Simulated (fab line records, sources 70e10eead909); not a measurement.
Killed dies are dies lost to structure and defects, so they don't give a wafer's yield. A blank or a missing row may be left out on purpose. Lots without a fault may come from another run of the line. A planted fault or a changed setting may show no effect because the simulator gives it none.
A struck lot beside a sound one | flow nand_harc | 12 steps out of a route of 1159
Sound: wafers L373.1, L373.3, L373.6. Struck: wafers L387.1, L387.2, L387.3. The cause comes at the end.
At each step with rows: each side's tool, then ch and its chambers, then its first start. Under that, the readings that differ: sound wafers | struck wafers | difference of the means | sigmas: that difference in standard deviations of wafers without a fault.
alike: readings whose means differ by less than 2 such deviations, and words and numbers that are the same on both sides. not compared: withheld readings, readings that some wafer has no value for, bounds like >300 that may hide the same value, and numbers for which the record gives no deviation and whose values overlap.
The two part at a step that has a row with sigmas, a row that says differs or no value, or rows on one side only. Numbers that don't overlap but have no deviation are shown without sigmas and don't part them. A reading that every wafer of one side lacks parts them only if that side has two wafers or more.

NHARC_P_START_INSPECT_01:
  sound on defect_inspect-02, day 2 12:02; struck on defect_inspect-02, day 6 00:02
  alike: raw_defect_count
then, 9 steps without rows for these wafers: NHARC_P_ZERO_WELL_PRECLEAN_00 (cleans in SPM, time 600 s); NHARC_P_ZERO_WELL_SRD_01; NHARC_P_ZERO_WELL_PECVD_02 (deposits SiO2, target thk 10 nm); NHARC_P_ZERO_WELL_DEHYDRATE_03 (time 120 s); NHARC_P_ZERO_WELL_HMDS_04 (time 30 s); NHARC_P_ZERO_WELL_COAT_64 (time 65 s); NHARC_P_ZERO_WELL_COAT_05 (resist thk 600 nm); NHARC_P_ZERO_WELL_SOFTBAKE_06 (time 70 s); NHARC_P_ZERO_WELL_EBR_07.
NHARC_P_ZERO_WELL_EXPOSE_08: exposes mask P ZERO, target cd 500 nm.
  sound on krf_scanner-01 ch 0, day 2 13:14; struck on krf_scanner-01, day 6 01:05
  no value came back on the struck wafers for exposure_dose_mJ_cm2, focus_offset_nm (nm); on the sound wafers exposure_dose_mJ_cm2 reads 33.74 33.77 33.79
  alike: mask
then, 1 step without rows for these wafers: NHARC_P_ZERO_WELL_PEB_09 (peb time 80 s).

WHERE THEY PART
Only at NHARC_P_ZERO_WELL_EXPOSE_08, within this record.

WHY: what the simulator had put in
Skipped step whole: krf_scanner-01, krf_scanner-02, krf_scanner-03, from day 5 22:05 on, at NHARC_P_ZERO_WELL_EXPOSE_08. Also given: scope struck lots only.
